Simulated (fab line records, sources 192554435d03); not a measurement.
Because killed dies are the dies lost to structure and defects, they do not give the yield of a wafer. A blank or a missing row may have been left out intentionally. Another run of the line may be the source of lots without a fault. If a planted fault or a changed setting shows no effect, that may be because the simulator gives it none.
Split-lot experiment / flow n5 finfet / route with 1938 steps; 7 lots, 21 wafers read

THE SPLIT
At N5_BEOL_M4_COAT_05 (resist thk 30 nm), the setting spin rpm was moved away from the recipe's 1500 rpm on 5 of the 21 wafers read, by -10.8% to +10.7%. The other wafers ran this setting at the recipe's value.

FROM THE SPLIT TO THE READING: what the file shows between them, 2 steps
- N5_BEOL_M4_EXPOSE_08: exposes mask M4 (also split here: dose mj)
- N5_BEOL_M4_PEB_09: peb time 60 s

THE READING
CAR-EUV_of_BEOL_M4_COAT_05.thk nm (the simulator's own value, which no gauge read), in nm, at N5_BEOL_M4_DEVELOP_10 (develop time 30 s). No usual value for it is given in the file. Here, 16 wafers ran the recipe; their average is 29.6 nm with a standard deviation of 0.13 nm.

wafer=L078.1; tool, chamber at the split=litho track-03, 0; spin rpm as run, rpm=1633; against the recipe=+8.9%; CAR-EUV_of_BEOL_M4_COAT_05.thk nm, nm=28.4; against lot-mates on the recipe=-1.2
wafer=L078.2; tool, chamber at the split=litho track-03, 0; spin rpm as run, rpm=1500; against the recipe=recipe; CAR-EUV_of_BEOL_M4_COAT_05.thk nm, nm=29.6; against lot-mates on the recipe=-
wafer=L078.4; tool, chamber at the split=litho track-03, 0; spin rpm as run, rpm=1500; against the recipe=recipe; CAR-EUV_of_BEOL_M4_COAT_05.thk nm, nm=29.6; against lot-mates on the recipe=-
wafer=L082.1; tool, chamber at the split=litho track-01, 0; spin rpm as run, rpm=1500; against the recipe=recipe; CAR-EUV_of_BEOL_M4_COAT_05.thk nm, nm=29.6; against lot-mates on the recipe=-
wafer=L082.5; tool, chamber at the split=litho track-01, 0; spin rpm as run, rpm=1500; against the recipe=recipe; CAR-EUV_of_BEOL_M4_COAT_05.thk nm, nm=29.6; against lot-mates on the recipe=-
wafer=L082.2; tool, chamber at the split=litho track-01, 0; spin rpm as run, rpm=1338; against the recipe=-10.8%; CAR-EUV_of_BEOL_M4_COAT_05.thk nm, nm=31.2; against lot-mates on the recipe=+1.6
wafer=L084.2; tool, chamber at the split=litho track-05, 0; spin rpm as run, rpm=1500; against the recipe=recipe; CAR-EUV_of_BEOL_M4_COAT_05.thk nm, nm=29.4; against lot-mates on the recipe=-
wafer=L084.3; tool, chamber at the split=litho track-05, 0; spin rpm as run, rpm=1500; against the recipe=recipe; CAR-EUV_of_BEOL_M4_COAT_05.thk nm, nm=29.4; against lot-mates on the recipe=-
wafer=L084.6; tool, chamber at the split=litho track-05, 0; spin rpm as run, rpm=1500; against the recipe=recipe; CAR-EUV_of_BEOL_M4_COAT_05.thk nm, nm=29.4; against lot-mates on the recipe=-
wafer=L089.2; tool, chamber at the split=litho track-05, 0; spin rpm as run, rpm=1500; against the recipe=recipe; CAR-EUV_of_BEOL_M4_COAT_05.thk nm, nm=29.6; against lot-mates on the recipe=-
wafer=L089.4; tool, chamber at the split=litho track-05, 0; spin rpm as run, rpm=1661; against the recipe=+10.7%; CAR-EUV_of_BEOL_M4_COAT_05.thk nm, nm=28; against lot-mates on the recipe=-1.5
wafer=L089.6; tool, chamber at the split=litho track-05, 0; spin rpm as run, rpm=1500; against the recipe=recipe; CAR-EUV_of_BEOL_M4_COAT_05.thk nm, nm=29.4; against lot-mates on the recipe=-
wafer=L091.3; tool, chamber at the split=litho track-03, 0; spin rpm as run, rpm=1500; against the recipe=recipe; CAR-EUV_of_BEOL_M4_COAT_05.thk nm, nm=29.6; against lot-mates on the recipe=-
wafer=L091.6; tool, chamber at the split=litho track-03, 0; spin rpm as run, rpm=1500; against the recipe=recipe; CAR-EUV_of_BEOL_M4_COAT_05.thk nm, nm=29.6; against lot-mates on the recipe=-
wafer=L091.5; tool, chamber at the split=litho track-03, 0; spin rpm as run, rpm=1613; against the recipe=+7.5%; CAR-EUV_of_BEOL_M4_COAT_05.thk nm, nm=28.6; against lot-mates on the recipe=-1.0
wafer=L094.1; tool, chamber at the split=litho track-05, 0; spin rpm as run, rpm=1500; against the recipe=recipe; CAR-EUV_of_BEOL_M4_COAT_05.thk nm, nm=29.6; against lot-mates on the recipe=-
wafer=L094.5; tool, chamber at the split=litho track-05, 0; spin rpm as run, rpm=1500; against the recipe=recipe; CAR-EUV_of_BEOL_M4_COAT_05.thk nm, nm=29.6; against lot-mates on the recipe=-
wafer=L094.4; tool, chamber at the split=litho track-05, 0; spin rpm as run, rpm=1500; against the recipe=recipe; CAR-EUV_of_BEOL_M4_COAT_05.thk nm, nm=29.4; against lot-mates on the recipe=-
wafer=L095.3; tool, chamber at the split=litho track-01, 0; spin rpm as run, rpm=1500; against the recipe=recipe; CAR-EUV_of_BEOL_M4_COAT_05.thk nm, nm=29.8; against lot-mates on the recipe=-
wafer=L095.4; tool, chamber at the split=litho track-01, 0; spin rpm as run, rpm=1500; against the recipe=recipe; CAR-EUV_of_BEOL_M4_COAT_05.thk nm, nm=29.8; against lot-mates on the recipe=-
wafer=L095.5; tool, chamber at the split=litho track-01, 0; spin rpm as run, rpm=1366; against the recipe=-8.9%; CAR-EUV_of_BEOL_M4_COAT_05.thk nm, nm=31.2; against lot-mates on the recipe=+1.4

FIT RESULTS
A straight line over all 21 wafers: CAR-EUV_of_BEOL_M4_COAT_05.thk nm changes by -0.15 nm for each +1% of spin rpm; r = -0.98; the points scatter about the line by 0.14 nm.
The same after taking each lot's own level away (the mean of its wafers on the recipe; 21 wafers): -0.144 nm for each +1%; r = -1.00; scatter 0.061 nm.
Per that fit: largest spin rpm move, reading shift of 1.6 nm.
Measured against the standard deviation above, the lots' own levels, which go from 29.40 to 29.80 nm, span 3.2 times it.
Consequently the slope shifts little with the lot-to-lot level, the two slopes agreeing.
Check: for one of the wafers moved furthest among these (-10.8%), held out of the fit, the line's prediction against its lot-mates is +1.55 nm. It came out at +1.6 nm against them.

THESE WAFERS: OTHER SPLITS
Before the reading, these wafers also passed through other splits. Each is held against what the fit with the lots' levels taken away leaves over:
other split on the same wafers=N5_BEOL_M2_TRENCH_ETCH_37 time s; wafers away from the commonest value=5; r with CAR-EUV_of_BEOL_M4_COAT_05.thk nm (lot level and that fit taken away)=-0.02
other split on the same wafers=N5_BEOL_M4_EXPOSE_08 dose mj; wafers away from the commonest value=8; r with CAR-EUV_of_BEOL_M4_COAT_05.thk nm (lot level and that fit taken away)=+0.06

THE WHOLE CHAIN: every reading that the file lists as answering this split, in the file's order
step=N5_BEOL_M4_COAT_05; what it does=resist thk 30 nm; reading=CAR-EUV_of_BEOL_M4_COAT_05.thk nm (the simulator's own value, which no gauge read); change (the file's fit)=-0.146 nm for each +1% of the setting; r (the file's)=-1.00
step=N5_BEOL_M4_DEVELOP_10; what it does=develop time 30 s; reading=CAR-EUV_of_BEOL_M4_COAT_05.thk nm (the simulator's own value, which no gauge read); change (the file's fit)=-0.143 nm for each +1% of the setting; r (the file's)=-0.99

THE FILE'S OWN FIT
CAR-EUV_of_BEOL_M4_COAT_05.thk nm changes by -0.143 nm for each +1% of spin rpm, r = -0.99.
